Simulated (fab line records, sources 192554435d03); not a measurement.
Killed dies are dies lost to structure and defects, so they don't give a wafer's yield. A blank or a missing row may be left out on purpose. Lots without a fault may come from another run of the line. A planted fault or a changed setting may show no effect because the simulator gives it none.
fab line records | flow n5_finfet
record lots=20 wafers=60 last_day=18
route steps=1938 shown BEOL_M7@1298 BEOL_M8@1348
lots that met no fault: from a run of the same line without faults
start_h: hours from the record's first day to the start of the lot's first wafer shown | wait_h: hours since the lot's step before | " the same as in the row above | L1.1+2: a row that stands for several wafers | - no value, or no start given | * or withheld: withheld | < > ~ a bound
route shown NAME@n: a module of which the file shows steps, and the number in the route of the first | usual: mean/standard deviation of fault-free wafers | same: alike in all rows | chamber/n: place in a boat | sites: the reading at each site | _std_site: their standard deviation | _edge_site: outer sites' mean less inner sites' | radius_mm: how far each site lies from the wafer's centre | mask NAME#n: copy n | behind: the tool/chamber that last shaped the wafer | hold: why the lot was held/for how many hours/how that ended | device: the transistor (n, p or np) that didn't switch | end of line: the same wafers' tests at the end of the route | a step without rows: its recipe alone | killed: dies lost to structure and defects at the first sort, not the wafer's yield | map: a wafer's dies, x killed, . not, _ none there
set.NAME: the setting as run; set.NAME@STEP: as run at that earlier step | model.NAME: the simulator's own value behind a step, which no gauge read
steps of the route over a sample of lots; a table a step, a row a wafer
services: from which hour (start_h, from the record's first day; less than 0 if before it) a tool's chamber was out of use, for how many hours, and why
## steps
# step N5_BEOL_M7_INSPECT_30
# recipe mode=adi inspect_instrument=brightfield
# usual raw_defect_count=389/93
# columns lot.wafer tool chamber start_h wait_h raw_defect_count
L074.1 defect_inspect-02 - 195.90 0.1 240
L074.4 " - " " 326
L074.6 " - " " 283
L076.3 defect_inspect-01 - 201.01 0.0 407
L076.4 " - " " 424
L076.6 " - " " 296
L077.1 defect_inspect-02 - 214.30 0.1 492
L077.4 " - " " 519
L077.5 " - " " 449
L079.4 defect_inspect-01 - 220.13 0.0 336
L079.5 " - " " 488
L079.6 " - " " 403
L078.1 defect_inspect-02 - 220.30 0.1 382
L078.4 " - " " 342
L078.6 " - " " 345
L080.1 defect_inspect-01 - 241.73 0.1 552
L080.5 " - " " 328
L080.6 " - " " 339
L082.1 defect_inspect-01 - 245.17 0.1 308
L082.2 " - " " 337
L082.3 " - " " 404
L083.2 defect_inspect-01 - 246.55 0.0 344
L083.4 " - " " 322
L083.5 " - " " 430
L085.1 defect_inspect-02 - 251.37 0.1 313
L085.4 " - " " 365
L085.6 " - " " 271
L081.1 defect_inspect-02 - 253.08 0.1 307
L081.2 " - " " 358
L081.3 " - " " 280
L084.2 defect_inspect-02 - 269.77 0.0 418
L084.4 " - " " 448
L084.5 " - " " 425
L086.1 defect_inspect-02 - 289.85 0.1 374
L086.4 " - " " 385
L086.5 " - " " 450
L089.1 defect_inspect-01 - 290.01 0.1 299
L089.4 " - " " 321
L089.5 " - " " 354
L088.3 defect_inspect-02 - 292.21 0.0 322
L088.5 " - " " 455
L088.6 " - " " 373
L094.3 defect_inspect-02 - 319.62 0.0 646
L094.5 " - " " 349
L094.6 " - " " 309
L092.1 defect_inspect-02 - 319.78 0.1 451
L092.4 " - " " 248
L092.5 " - " " 323
L093.1 defect_inspect-01 - 321.69 0.1 363
L093.2 " - " " 366
L093.4 " - " " 394
L095.1 defect_inspect-01 - 328.00 0.1 534
L095.2 " - " " 277
L095.3 " - " " 281
L096.1 defect_inspect-01 - 346.40 0.1 366
L096.3 " - " " 435
L096.4 " - " " 320
L097.2 defect_inspect-02 - 356.27 0.0 544
L097.4 " - " " 405
L097.6 " - " " 792
# step N5_BEOL_M7_VIA_ETCH_34
# recipe chemistry=C4F6/O2 target=SiCOH_lowk target_depth_a=1255 mask_material=SOC taper_deg=4 time_s=50.5 ion_energy_ev=250 pressure_mtorr=30 source_w=345 bias_w=185 Ar_flow_sccm=300 C4F6_flow_sccm=10 O2_flow_sccm=10
# usual drypump_motor_current_A=5.8/0.39 oes_product_au=0.81/0.1 rf_fwd_power_W=341.5/1.7 rf_vpp_V=669/13 showerhead_plenum_p_Torr=2.87/0.096 throttle_valve_pct=20.95/0.25
# columns lot.wafer tool chamber start_h wait_h drypump_motor_current_A oes_product_au rf_fwd_power_W rf_hours_counter_h rf_vpp_V showerhead_plenum_p_Torr throttle_valve_pct
L074.1 rie_diel-05 1 196.83 0.0 6.2 1.01 341.9 2 698 2.91 20.39
L074.4 " 0 " " 5.4 0.74 341.9 151 662 2.75 20.99
L074.6 " 3 " " 5.9 0.75 343.3 - 674 2.95 21.11
L076.3 rie_diel-05 3 201.22 0.0 5.9 0.75 344.8 159 674 2.95 21.11
L076.4 " 1 " " 6.2 1.00 338.1 3 695 2.91 20.37
L076.6 " 3 " " 5.9 0.75 343.7 - 673 2.95 21.11
L077.1 rie_diel-05 3 214.70 0.0 5.9 0.74 340.8 163 674 2.95 21.11
L077.4 " 1 " " 6.2 0.97 341.7 7 698 2.90 20.39
L077.5 " 2 " " 5.4 0.89 340.5 - 667 2.93 21.13
L079.4 rie_diel-05 1 220.34 0.0 6.3 0.96 339.9 9 695 2.90 20.38
L079.5 " 0 " " 5.4 0.72 341.9 - 661 2.75 20.99
L079.6 " 3 " " 5.9 0.74 341.4 - 674 2.95 21.11
L078.1 rie_diel-06 2 220.60 0.0 5.8 0.68 342.0 247 654 2.67 21.29
L078.4 " 1 " " 6.2 0.75 340.7 - 663 2.94 21.18
L078.6 " 1 " " 6.2 0.75 339.8 - 664 2.94 21.19
L080.1 rie_diel-01 3 241.95 0.0 5.9 0.95 340.2 14 665 2.78 20.77
L080.5 " 0 " " 6.7 0.72 341.3 - 654 2.82 20.98
L080.6 " 3 " " 5.9 0.95 340.6 - 664 2.78 20.80
L082.1 rie_diel-05 2 245.39 0.0 5.5 0.88 341.5 25 666 2.93 21.14
L082.2 " 0 " " 5.4 0.71 342.6 165 661 2.74 21.02
L082.3 " 1 " " 6.3 0.95 338.8 16 694 2.90 20.41
L083.2 rie_diel-01 0 246.77 0.0 6.7 0.73 341.0 232 655 2.82 20.97
L083.4 " 1 " " 4.9 0.69 339.1 222 675 2.93 21.09
L083.5 " 2 " " 6.0 0.71 344.1 - 649 2.75 20.79
L085.1 rie_diel-06 1 251.59 0.0 6.2 0.74 340.5 181 664 2.94 21.18
L085.4 " 3 " " 5.9 0.86 342.1 - 681 2.78 20.86
L085.6 " 0 " " 5.4 0.95 339.5 - 668 3.06 21.01
L081.1 rie_diel-05 2 253.29 0.0 5.4 0.87 340.3 28 664 2.92 21.16
L081.2 " 1 " " 6.2 0.93 340.5 19 695 2.90 20.41
L081.3 " 0 " " 5.4 0.73 342.7 167 660 2.74 21.02
L084.2 rie_diel-05 2 269.98 0.0 5.4 0.86 340.6 34 665 2.92 21.15
L084.4 " 3 " " 5.9 0.73 341.3 177 673 2.94 21.13
L084.5 " 3 " " 5.9 0.74 341.7 - 673 2.94 21.14
L086.1 rie_diel-05 1 290.26 0.0 6.2 0.92 340.7 30 695 2.89 20.42
L086.4 " 3 " " 5.9 0.74 343.8 184 673 2.94 21.14
L086.5 " 0 " " 5.4 0.71 343.6 - 660 2.74 21.02
L089.1 rie_diel-06 3 290.58 0.0 5.9 0.85 343.0 68 681 2.78 20.89
L089.4 " 1 " " 6.2 0.73 339.6 193 663 2.93 21.22
L089.5 " 3 " " 5.9 0.85 343.5 - 680 2.78 20.89
L088.3 rie_diel-01 3 292.42 0.0 5.9 0.91 343.3 28 664 2.78 20.80
L088.5 " 1 " " 5.0 0.68 341.1 - 675 2.92 21.10
L088.6 " 0 " " 6.7 0.72 340.1 - 653 2.82 20.99
L094.3 rie_diel-05 3 319.83 0.0 5.9 0.73 344.6 193 673 2.94 21.16
L094.5 " 3 " " 5.9 0.73 343.0 - 672 2.94 21.17
L094.6 " 2 " " 5.4 0.84 340.6 - 666 2.92 21.19
L092.1 rie_diel-06 3 320.06 0.0 5.9 0.83 339.9 77 681 2.77 20.90
L092.4 " 0 " " 5.5 0.90 340.3 30 668 3.05 21.04
L092.5 " 3 " " 5.9 0.83 341.4 - 681 2.77 20.90
L093.1 rie_diel-01 0 322.14 0.0 6.7 0.72 340.2 248 656 2.81 21.01
L093.2 " 1 " " 4.9 0.68 340.4 243 674 2.92 21.11
L093.4 " 3 " " 5.9 0.90 343.0 37 664 2.77 20.83
L095.1 rie_diel-05 3 328.45 0.0 5.9 0.72 342.0 195 673 2.93 21.17
L095.2 " 1 " " 6.3 0.88 341.4 42 695 2.89 20.44
L095.3 " 0 " " 5.4 0.70 343.4 189 659 2.73 21.03
L096.1 rie_diel-01 0 346.80 0.0 6.7 0.99 339.6 1 654 2.81 20.65
L096.3 " 2 " " 6.0 0.68 342.5 201 648 2.74 20.84
L096.4 " 2 " " 6.0 0.68 341.1 - 648 2.74 20.85
L097.2 rie_diel-05 1 356.67 0.0 6.3 0.87 340.1 52 695 2.88 20.46
L097.4 " 0 " " 5.4 0.68 341.0 198 660 2.73 21.04
L097.6 " 1 " " 6.3 0.87 340.0 - 696 2.88 20.45
# step N5_BEOL_M7_STRIP_36
# recipe chemistry=N2/H2 power_w=450 temp_c=40 pressure_mtorr=20 rf_frequency_hz=6e+07 overash_fraction=0.3 bias_power_w=7 h2_frac=0.5 n2_flow_sccm=200 h2_flow_sccm=200
# usual drypump_motor_current_A=5.8/0.4 n2_flow_sccm=200.1/0.62 oes_product_au=0.81/0.097 power_w=449.9/1.4 rf_vpp_V=59.2/1.5 showerhead_plenum_p_Torr=2.56/0.093 throttle_valve_pct=23.8/0.35
# columns lot.wafer tool chamber start_h wait_h drypump_motor_current_A n2_flow_sccm oes_product_au power_w rf_hours_counter_h rf_vpp_V showerhead_plenum_p_Torr throttle_valve_pct
L074.1 rie_diel-05 1 196.88 0.0 6.2 200.6 0.98 451.1 2 60.2 2.61 23.2
L074.4 " 0 " " 5.4 200.4 0.73 450.7 151 58.5 2.44 23.9
L074.6 " 3 " " 5.9 200.6 0.76 450.8 - 60.8 2.64 24.1
L076.3 rie_diel-05 3 201.28 0.0 5.9 200.0 0.75 450.6 159 57.2 2.64 24.1
L076.4 " 1 " " 6.2 200.4 0.98 448.9 3 58.1 2.61 23.2
L076.6 " 3 " " 5.9 199.3 0.74 448.0 - 60.6 2.64 24.1
L077.1 rie_diel-05 3 214.75 0.0 5.9 200.4 0.75 448.9 163 59.9 2.64 24.1
L077.4 " 1 " " 6.3 200.4 0.97 450.3 7 61.3 2.61 23.2
L077.5 " 2 " " 5.4 199.7 0.90 450.5 - 60.7 2.61 24.0
L079.4 rie_diel-05 1 220.39 0.0 6.2 200.0 0.95 449.8 9 59.3 2.61 23.2
L079.5 " 0 " " 5.4 199.1 0.74 450.5 - 58.4 2.44 23.9
L079.6 " 3 " " 5.9 200.1 0.76 448.9 - 57.3 2.64 24.1
L078.1 rie_diel-06 2 220.68 0.0 5.8 201.1 0.68 448.8 247 59.0 2.40 24.4
L078.4 " 1 " " 6.2 200.3 0.75 448.6 - 58.8 2.64 24.1
L078.6 " 1 " " 6.2 201.1 0.75 449.1 - 56.7 2.64 24.0
L080.1 rie_diel-01 3 242.00 0.0 5.9 200.4 0.94 451.0 14 58.6 2.49 23.4
L080.5 " 0 " " 6.7 200.1 0.71 449.5 - 57.8 2.52 23.7
L080.6 " 3 " " 5.9 199.8 0.92 450.0 - 57.4 2.49 23.4
L082.1 rie_diel-05 2 245.44 0.0 5.4 199.6 0.88 451.5 25 61.3 2.60 24.0
L082.2 " 0 " " 5.4 199.7 0.72 449.1 165 56.4 2.43 23.9
L082.3 " 1 " " 6.3 200.5 0.94 451.4 16 55.9 2.61 23.2
L083.2 rie_diel-01 0 246.82 0.0 6.7 200.5 0.72 449.9 232 59.6 2.52 23.6
L083.4 " 1 " " 5.0 200.4 0.68 447.4 222 56.9 2.62 23.8
L083.5 " 2 " " 6.0 200.7 0.71 449.3 - 58.7 2.43 23.4
L085.1 rie_diel-06 1 251.64 0.0 6.2 200.1 0.73 448.9 181 58.7 2.63 24.1
L085.4 " 3 " " 5.9 199.3 0.86 450.1 - 56.4 2.47 23.5
L085.6 " 0 " " 5.5 200.5 0.97 448.1 - 62.6 2.70 23.6
L081.1 rie_diel-05 2 253.35 0.0 5.4 199.5 0.88 450.7 28 60.9 2.60 24.1
L081.2 " 1 " " 6.2 200.2 0.94 451.9 19 59.7 2.60 23.2
L081.3 " 0 " " 5.4 199.6 0.73 451.5 167 57.4 2.43 23.9
L084.2 rie_diel-05 2 270.04 0.0 5.5 200.0 0.87 451.8 34 60.5 2.60 24.1
L084.4 " 3 " " 5.9 200.8 0.74 449.2 177 58.7 2.63 24.1
L084.5 " 3 " " 5.9 199.7 0.76 449.5 - 60.6 2.63 24.1
L086.1 rie_diel-05 1 290.32 0.0 6.2 200.2 0.89 449.5 30 59.2 2.60 23.2
L086.4 " 3 " " 5.9 200.5 0.74 448.3 184 58.7 2.63 24.1
L086.5 " 0 " " 5.4 199.1 0.71 450.1 - 58.7 2.43 23.9
L089.1 rie_diel-06 3 290.63 0.0 5.9 200.9 0.84 450.4 68 59.4 2.47 23.5
L089.4 " 1 " " 6.2 199.7 0.72 449.8 193 59.0 2.63 24.1
L089.5 " 3 " " 5.9 200.9 0.84 451.7 - 58.0 2.47 23.5
L088.3 rie_diel-01 3 292.47 0.0 5.9 198.4 0.91 452.3 28 58.1 2.48 23.4
L088.5 " 1 " " 4.9 199.8 0.68 448.0 - 60.9 2.61 23.8
L088.6 " 0 " " 6.7 200.4 0.70 449.6 - 58.8 2.51 23.7
L094.3 rie_diel-05 3 319.88 0.0 5.9 200.1 0.73 453.5 193 58.5 2.63 24.1
L094.5 " 3 " " 5.9 200.9 0.73 449.8 - 58.8 2.63 24.1
L094.6 " 2 " " 5.4 200.5 0.85 447.4 - 59.0 2.59 24.1
L092.1 rie_diel-06 3 320.11 0.0 5.9 200.4 0.83 451.2 77 60.3 2.46 23.5
L092.4 " 0 " " 5.5 199.7 0.90 449.9 30 60.8 2.69 23.7
L092.5 " 3 " " 5.9 199.6 0.83 451.5 - 59.2 2.46 23.5
L093.1 rie_diel-01 0 322.20 0.0 6.7 200.5 0.71 448.1 248 60.3 2.51 23.7
L093.2 " 1 " " 4.9 201.3 0.67 450.9 243 59.1 2.61 23.8
L093.4 " 3 " " 5.9 199.9 0.88 449.2 37 60.5 2.48 23.4
L095.1 rie_diel-05 3 328.50 0.0 5.9 200.2 0.73 450.3 195 57.5 2.63 24.1
L095.2 " 1 " " 6.3 199.9 0.87 448.2 42 58.9 2.59 23.2
L095.3 " 0 " " 5.4 200.7 0.69 450.4 189 56.8 2.42 23.9
L096.1 rie_diel-01 0 346.85 0.0 6.7 200.5 0.97 449.8 1 58.7 2.51 23.4
L096.3 " 2 " " 6.0 201.3 0.69 448.8 201 58.7 2.42 23.5
L096.4 " 2 " " 6.0 201.0 0.71 448.9 - 57.5 2.42 23.4
L097.2 rie_diel-05 1 356.72 0.0 6.2 199.9 0.87 449.9 52 58.3 2.59 23.2
L097.4 " 0 " " 5.4 200.0 0.70 451.3 198 59.7 2.42 23.9
L097.6 " 1 " " 6.2 199.8 0.88 450.6 - 60.2 2.59 23.2
# step N5_BEOL_M7_SURFACE_TREAT_79
# recipe gas=Ar time_s=* ion_energy_ev=* ion_current_ma_cm2=0.5 pressure_mtorr=* ar_flow_sccm=30
# usual throttle_valve_pct=*
# columns lot.wafer tool chamber start_h wait_h throttle_valve_pct
L074.1 pvd_sputter-01 - 199.80 2.0 *
L074.4 " - " " *
L074.6 " - " " *
L076.3 pvd_sputter-02 - 203.20 0.2 *
L076.4 " - " " *
L076.6 " - " " *
L077.1 pvd_sputter-03 - 216.10 0.2 *
L077.4 " - " " *
L077.5 " - " " *
L079.4 pvd_sputter-03 - 222.60 0.4 *
L079.5 " - " " *
L079.6 " - " " *
L078.1 pvd_sputter-02 - 222.69 0.2 *
L078.4 " - " " *
L078.6 " - " " *
L080.1 pvd_sputter-02 - 244.16 0.2 *
L080.5 " - " " *
L080.6 " - " " *
L082.1 pvd_sputter-02 - 247.55 0.2 *
L082.2 " - " " *
L082.3 " - " " *
L083.2 pvd_sputter-02 - 247.99 0.2 *
L083.4 " - " " *
L083.5 " - " " *
L085.1 pvd_sputter-01 - 253.11 0.3 *
L085.4 " - " " *
L085.6 " - " " *
L081.1 pvd_sputter-03 - 254.70 0.3 *
L081.2 " - " " *
L081.3 " - " " *
L084.2 pvd_sputter-03 - 271.36 0.2 *
L084.4 " - " " *
L084.5 " - " " *
L086.1 pvd_sputter-01 - 292.17 0.8 *
L086.4 " - " " *
L086.5 " - " " *
L089.1 pvd_sputter-02 - 293.12 0.3 *
L089.4 " - " " *
L089.5 " - " " *
L088.3 pvd_sputter-01 - 293.93 0.2 *
L088.5 " - " " *
L088.6 " - " " *
L094.3 pvd_sputter-03 - 321.51 0.2 *
L094.5 " - " " *
L094.6 " - " " *
L092.1 pvd_sputter-01 - 322.23 0.2 *
L092.4 " - " " *
L092.5 " - " " *
L093.1 pvd_sputter-03 - 324.91 1.8 *
L093.2 " - " " *
L093.4 " - " " *
L095.1 pvd_sputter-01 - 330.29 0.7 *
L095.2 " - " " *
L095.3 " - " " *
L096.1 pvd_sputter-03 - 348.45 0.2 *
L096.3 " - " " *
L096.4 " - " " *
L097.2 pvd_sputter-02 - 358.81 0.2 *
L097.4 " - " " *
L097.6 " - " " *
# step N5_BEOL_M8_DESCUM_16
# recipe chemistry=O2 time_s=7.9 source_power_w=50 bias_power_w=20 pressure_mtorr=20 rf_frequency_hz=2.712e+07 temp_c=40 resist=CAR-ArF o2_flow_sccm=225
# usual drypump_motor_current_A=5.8/0.44 o2_flow_sccm=225.0/0.7 oes_product_au=0.84/0.061 rf_fwd_power_W=49.41/0.22 rf_vpp_V=242.9/1.3 showerhead_plenum_p_Torr=2.08/0.068 throttle_valve_pct=20.39/0.21
# columns lot.wafer tool chamber start_h wait_h drypump_motor_current_A o2_flow_sccm oes_product_au rf_fwd_power_W rf_hours_counter_h rf_vpp_V showerhead_plenum_p_Torr throttle_valve_pct
L074.1 rie_diel-04 0 203.70 0.0 5.1 224.8 0.80 49.26 123 241.7 2.03 20.83
L074.4 " 1 " " 5.9 224.3 0.86 49.02 55 241.9 2.04 20.29
L074.6 " 2 " " 6.1 225.1 0.84 49.33 - 244.1 2.10 20.12
L076.3 rie_diel-04 2 205.91 0.0 6.1 225.8 0.83 49.25 75 242.6 2.10 20.08
L076.4 " 0 " " 5.2 225.2 0.81 49.35 123 242.7 2.03 20.84
L076.6 " 0 " " 5.1 224.8 0.80 49.26 - 241.9 2.03 20.84
L077.1 rie_diel-02 0 221.04 0.0 5.7 224.6 0.90 49.94 26 244.7 2.14 20.34
L077.4 " 1 " " 6.6 226.8 0.87 49.41 50 242.7 2.06 20.36
L077.5 " 3 " " 5.5 226.2 0.91 49.53 - 245.1 2.22 20.02
L079.4 rie_diel-03 2 228.45 0.0 5.7 225.4 0.86 49.58 57 241.4 2.01 20.22
L079.5 " 3 " " 5.3 225.6 0.69 49.53 - 242.7 1.98 20.61
L079.6 " 2 " " 5.7 225.3 0.87 49.81 - 241.7 2.01 20.23
L078.1 rie_diel-02 1 228.84 0.2 6.7 225.7 0.85 49.28 52 242.2 2.06 20.36
L078.4 " 3 " " 5.5 225.6 0.91 49.49 12 245.3 2.22 20.03
L078.6 " 0 " " 5.6 222.9 0.90 49.66 - 243.4 2.14 20.34
L080.1 rie_diel-04 3 247.82 0.0 6.4 224.2 0.95 49.71 4 244.2 2.13 20.24
L080.5 " 2 " " 6.1 224.7 0.82 49.38 - 244.8 2.09 20.13
L080.6 " 1 " " 5.8 224.6 0.84 49.04 - 241.6 2.04 20.32
L082.1 rie_diel-02 1 252.38 0.7 6.7 225.1 0.85 49.53 60 242.1 2.05 20.39
L082.2 " 0 " " 5.6 224.4 0.90 49.71 35 244.3 2.14 20.36
L082.3 " 2 " " 5.5 225.7 0.84 49.25 87 242.9 2.03 20.49
L083.2 rie_diel-04 1 252.89 0.9 5.8 224.7 0.83 49.03 73 241.3 2.04 20.33
L083.4 " 3 " " 6.4 224.8 0.94 49.29 7 242.6 2.13 20.24
L083.5 " 3 " " 6.4 225.2 0.94 49.40 - 243.3 2.13 20.24
L085.1 rie_diel-04 2 257.37 0.0 6.1 224.6 0.81 49.15 94 244.1 2.09 20.12
L085.4 " 0 " " 5.1 224.9 0.78 49.29 143 241.7 2.03 20.86
L085.6 " 0 " " 5.2 225.1 0.78 49.44 - 241.7 2.03 20.86
L081.1 rie_diel-04 2 260.87 0.0 6.1 224.8 0.81 49.31 94 242.6 2.09 20.13
L081.2 " 3 " " 6.4 225.3 0.93 49.40 10 243.9 2.13 20.25
L081.3 " 1 " " 5.8 225.5 0.83 49.11 76 242.3 2.04 20.33
L084.2 rie_diel-02 3 275.53 0.0 5.5 225.2 0.87 49.74 29 245.2 2.21 20.07
L084.4 " 2 " " 5.5 224.9 0.82 49.45 96 242.6 2.02 20.49
L084.5 " 1 " " 6.6 224.9 0.82 49.52 - 243.2 2.05 20.39
L086.1 rie_diel-03 0 296.99 0.0 5.4 224.0 0.87 49.51 55 242.0 2.03 20.47
L086.4 " 1 " " 5.6 223.7 0.88 49.42 38 243.0 2.04 20.65
L086.5 " 1 " " 5.6 225.2 0.88 49.67 - 242.5 2.04 20.66
L089.1 rie_diel-02 2 297.43 0.3 5.5 225.4 0.82 49.12 105 241.8 2.02 20.51
L089.4 " 0 " " 5.6 225.0 0.87 49.39 51 243.7 2.14 20.38
L089.5 " 1 " " 6.6 225.9 0.83 49.33 - 243.5 2.05 20.41
L088.3 rie_diel-03 1 297.48 0.2 5.6 225.5 0.88 49.41 39 241.4 2.04 20.66
L088.5 " 0 " " 5.4 225.4 0.87 49.22 - 241.4 2.03 20.47
L088.6 " 3 " " 5.2 224.4 0.68 49.29 - 240.7 1.98 20.65
L094.3 rie_diel-02 2 325.98 0.1 5.5 225.4 0.80 49.29 114 241.8 2.02 20.53
L094.5 " 0 " " 5.6 225.3 0.86 49.51 - 243.0 2.13 20.39
L094.6 " 1 " " 6.6 224.9 0.82 49.60 - 242.8 2.05 20.42
L092.1 rie_diel-02 0 326.35 0.3 5.6 223.3 0.85 49.49 59 243.3 2.13 20.38
L092.4 " 1 " " 6.6 225.5 0.81 49.38 85 242.3 2.05 20.41
L092.5 " 0 " " 5.6 223.4 0.85 49.76 - 243.1 2.13 20.37
L093.1 rie_diel-03 2 329.45 0.8 5.7 224.2 0.81 49.56 89 243.2 2.00 20.29
L093.2 " 0 " " 5.4 225.0 0.84 49.55 66 242.4 2.03 20.48
L093.4 " 1 " " 5.5 225.0 0.86 49.36 49 241.6 2.04 20.68
L095.1 rie_diel-04 3 335.28 0.2 6.4 223.4 0.87 49.14 41 243.2 2.12 20.29
L095.2 " 2 " " 6.1 224.7 0.78 49.15 126 243.2 2.08 20.20
L095.3 " 1 " " 5.9 224.8 0.80 49.44 108 241.2 2.02 20.37
L096.1 rie_diel-02 0 351.30 0.0 5.7 224.7 0.85 49.46 67 244.0 2.13 20.40
L096.3 " 2 " " 5.5 224.8 0.81 48.78 123 240.9 2.01 20.52
L096.4 " 1 " " 6.7 224.7 0.81 49.68 92 242.4 2.04 20.42
L097.2 rie_diel-03 0 363.20 0.0 5.4 225.3 0.83 49.47 80 243.2 2.02 20.50
L097.4 " 3 " " 5.3 223.7 0.98 49.71 1 246.0 2.23 20.30
L097.6 " 0 " " 5.4 225.1 0.83 49.38 - 242.5 2.02 20.51
# step N5_BEOL_M8_STRIP_67
# recipe chemistry=CF4 resist=SiARC power_w=300 bias_power_w=75 pressure_mtorr=50 cf4_flow_sccm=150 rf_frequency_hz=6e+07
# usual drypump_motor_current_A=5.8/0.44 oes_product_au=0.83/0.062 power_w=300.1/0.93 rf_vpp_V=270.9/1.5 showerhead_plenum_p_Torr=1.78/0.06 throttle_valve_pct=13.50/0.19
# columns lot.wafer tool chamber start_h wait_h drypump_motor_current_A oes_product_au power_w rf_hours_counter_h rf_vpp_V showerhead_plenum_p_Torr throttle_valve_pct
L074.1 rie_diel-04 0 203.94 0.0 5.2 0.79 300.4 123 269.6 1.74 13.81
L074.4 " 1 " " 5.8 0.86 300.0 55 270.7 1.74 13.31
L074.6 " 2 " " 6.1 0.81 299.4 - 270.7 1.81 13.32
L076.3 rie_diel-04 2 206.15 0.0 6.1 0.82 299.9 75 272.0 1.80 13.32
L076.4 " 0 " " 5.2 0.80 299.9 124 269.1 1.74 13.80
L076.6 " 0 " " 5.2 0.79 300.2 - 270.6 1.74 13.82
L077.1 rie_diel-02 0 221.28 0.0 5.6 0.91 300.3 26 272.8 1.81 13.25
L077.4 " 1 " " 6.6 0.85 301.6 50 271.2 1.75 13.37
L077.5 " 3 " " 5.5 0.91 299.0 - 272.6 1.92 13.32
L079.4 rie_diel-03 2 228.69 0.0 5.7 0.84 299.7 57 271.1 1.74 13.43
L079.5 " 3 " " 5.3 0.69 301.1 - 267.9 1.71 13.84
L079.6 " 2 " " 5.7 0.83 299.8 - 270.3 1.74 13.46
L078.1 rie_diel-02 1 229.07 0.0 6.6 0.85 302.2 52 272.0 1.75 13.37
L078.4 " 3 " " 5.6 0.91 300.5 12 273.7 1.92 13.33
L078.6 " 0 " " 5.6 0.90 299.4 - 273.2 1.81 13.28
L080.1 rie_diel-04 3 248.06 0.0 6.4 0.96 300.5 5 272.2 1.83 13.36
L080.5 " 2 " " 6.1 0.81 299.4 - 271.3 1.80 13.36
L080.6 " 1 " " 5.8 0.84 299.7 - 270.0 1.74 13.34
L082.1 rie_diel-02 1 252.62 0.0 6.7 0.84 300.3 60 269.8 1.75 13.40
L082.2 " 0 " " 5.7 0.89 299.4 35 270.4 1.81 13.29
L082.3 " 2 " " 5.5 0.82 299.1 87 270.6 1.74 13.55
L083.2 rie_diel-04 1 253.13 0.0 5.8 0.84 299.6 73 270.7 1.74 13.37
L083.4 " 3 " " 6.4 0.95 299.9 7 270.3 1.83 13.37
L083.5 " 3 " " 6.4 0.95 300.0 - 272.5 1.83 13.38
L085.1 rie_diel-04 2 257.60 0.0 6.1 0.80 299.0 94 273.0 1.80 13.36
L085.4 " 0 " " 5.2 0.78 300.0 144 271.7 1.73 13.85
L085.6 " 0 " " 5.2 0.78 301.1 - 269.0 1.73 13.84
L081.1 rie_diel-04 2 261.11 0.0 6.1 0.80 298.5 94 271.0 1.80 13.35
L081.2 " 3 " " 6.4 0.94 299.9 10 272.0 1.83 13.38
L081.3 " 1 " " 5.8 0.83 302.3 76 269.5 1.74 13.35
L084.2 rie_diel-02 3 275.76 0.0 5.6 0.86 300.0 29 272.8 1.92 13.36
L084.4 " 2 " " 5.5 0.81 300.6 96 268.9 1.74 13.57
L084.5 " 1 " " 6.7 0.83 300.7 - 270.1 1.75 13.40
L086.1 rie_diel-03 0 297.23 0.0 5.4 0.86 300.9 55 271.8 1.76 13.65
L086.4 " 1 " " 5.5 0.88 300.6 39 270.2 1.75 13.69
L086.5 " 1 " " 5.6 0.89 300.6 - 269.6 1.75 13.71
L089.1 rie_diel-02 2 297.67 0.0 5.5 0.80 302.5 105 271.7 1.74 13.60
L089.4 " 0 " " 5.6 0.87 299.5 51 271.8 1.80 13.32
L089.5 " 1 " " 6.6 0.82 300.2 - 271.2 1.75 13.43
L088.3 rie_diel-03 1 297.72 0.0 5.5 0.88 300.5 39 268.8 1.75 13.68
L088.5 " 0 " " 5.4 0.86 301.1 - 270.4 1.76 13.65
L088.6 " 3 " " 5.3 0.67 299.5 - 267.6 1.71 13.91
L094.3 rie_diel-02 2 326.22 0.0 5.5 0.79 300.0 114 270.5 1.73 13.62
L094.5 " 0 " " 5.7 0.85 299.6 - 272.2 1.80 13.33
L094.6 " 1 " " 6.6 0.82 300.1 - 268.8 1.75 13.46
L092.1 rie_diel-02 0 326.58 0.0 5.6 0.86 300.7 59 271.9 1.80 13.35
L092.4 " 1 " " 6.7 0.82 301.6 85 270.6 1.75 13.43
L092.5 " 0 " " 5.6 0.85 299.9 - 271.2 1.80 13.35
L093.1 rie_diel-03 2 329.69 0.0 5.7 0.79 298.7 90 269.9 1.73 13.51
L093.2 " 0 " " 5.4 0.86 299.7 66 268.6 1.76 13.65
L093.4 " 1 " " 5.5 0.86 299.7 49 271.2 1.75 13.71
L095.1 rie_diel-04 3 335.52 0.0 6.4 0.88 299.0 41 272.0 1.82 13.46
L095.2 " 2 " " 6.1 0.78 299.7 126 271.1 1.79 13.44
L095.3 " 1 " " 5.8 0.80 298.8 108 269.0 1.73 13.44
L096.1 rie_diel-02 0 351.54 0.0 5.6 0.84 300.2 67 271.8 1.80 13.38
L096.3 " 2 " " 5.5 0.79 300.0 123 269.3 1.73 13.65
L096.4 " 1 " " 6.6 0.81 299.5 92 271.0 1.74 13.47
L097.2 rie_diel-03 0 363.44 0.0 5.4 0.83 300.7 80 269.4 1.76 13.72
L097.4 " 3 " " 5.2 0.95 299.4 1 273.8 1.91 13.37
L097.6 " 0 " " 5.4 0.83 297.9 - 268.6 1.76 13.68
## services
# columns tool chamber start_h hours kind
rie_diel-01 3 173.24 - clean
rie_diel-01 3 173.24 - consumable_replace:focus_ring
rie_diel-01 3 173.24 21.0 scheduled_down
rie_diel-01 3 173.24 21.0 vent_cycle
rie_diel-04 3 212.00 - clean
rie_diel-04 3 212.00 - consumable_replace:focus_ring
rie_diel-04 3 212.00 22.3 scheduled_down
rie_diel-04 3 212.00 22.3 vent_cycle
rie_diel-05 0 247.47 3.2 repair
rie_diel-05 3 249.30 7.6 repair
rie_diel-04 0 259.93 44.6 repair
rie_diel-01 0 299.00 10.6 repair
rie_diel-03 1 300.65 1.3 repair
rie_diel-04 0 315.19 1.6 repair
rie_diel-02 - 322.39 0.2 repair
rie_diel-01 0 329.32 - clean
rie_diel-01 0 329.32 - consumable_replace:focus_ring
rie_diel-01 0 329.32 14.9 scheduled_down
rie_diel-01 0 329.32 14.9 vent_cycle
rie_diel-05 - 337.19 0.3 repair
rie_diel-01 1 344.20 - clean
rie_diel-06 - 348.21 15.6 pm
rie_diel-03 2 351.86 1.3 repair
rie_diel-02 1 352.68 16.7 repair
## key
fault none
